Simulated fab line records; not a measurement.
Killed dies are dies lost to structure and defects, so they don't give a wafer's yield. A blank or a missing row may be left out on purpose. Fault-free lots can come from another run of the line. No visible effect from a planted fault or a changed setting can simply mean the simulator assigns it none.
Chamber matching    flow n5-finfet    N5_BEOL_M4_ALD_84 on ald-metal-02: 4 sister chambers
The step deposits TaN, pulse time 2 s, purge time 3 s, co reactant purge time 2 s. 8 wafers are shown with their chamber, then 12 later ones without.

== EACH WAFER AND ITS CHAMBER ==
wafer   chamber  heater-power-w (W)  precursor-vessel-carrier-sccm (sccm)
L081.1  3        379                 998.4
L085.4  1        415                 999.7
L086.4  2        428                 1002.7
L086.5  2        436                 999.8
L086.6  1        421                 1001.3
L089.1  0        460                 1002.0
L089.5  0        454                 1001.7
L089.6  3        384                 998.9

== WAFERS WITH NO CHAMBER GIVEN ==
wafer   heater-power-w (W)  precursor-vessel-carrier-sccm (sccm)
L091.2  436                 997.7
L091.3  383                 1000.0
L091.6  375                 999.7
L094.1  450                 1006.3
L094.2  416                 1001.4
L094.6  417                 1001.7
L095.2  422                 996.4
L095.3  447                 1001.5
L095.5  447                 998.9
L096.1  459                 997.9
L096.2  421                 997.1
L096.4  377                 1002.3

== CHAMBER TAKEN BY EACH ==
wafer    from the rows above       in truth
L091.2   can't be placed: 2 or 1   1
L091.3   3                         3
L091.6   3                         3
L094.1   can't be placed: 0 or 2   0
L094.2   1                         1
L094.6   1                         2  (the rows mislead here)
L095.2   can't be placed: 1 or 2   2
L095.3   can't be placed: 0 or 2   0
L095.5   can't be placed: 0 or 2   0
L096.1   0                         0
L096.2   can't be placed: 1 or 2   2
L096.4   3                         3
5 of 12 placed correctly. From these rows, 6 cannot be placed; in 6 the true chamber is one of the candidates. Wrongly placed: 1.
How it was worked out, from the rows above alone: a wafer's distance from a chamber is the root of the sum, over the readings, of the square of ((its reading less the chamber's mean) divided by the reading's scatter). If the next closest chamber is less than 2 further off than the closest, the wafer can't be placed; otherwise it belongs to the closest. The mean given for a chamber averages the wafers shown for that chamber. The scatter: take each reading less its chamber's mean, square it, sum over the shown wafers, divide by the number of wafers less the number of chambers, and take the root.
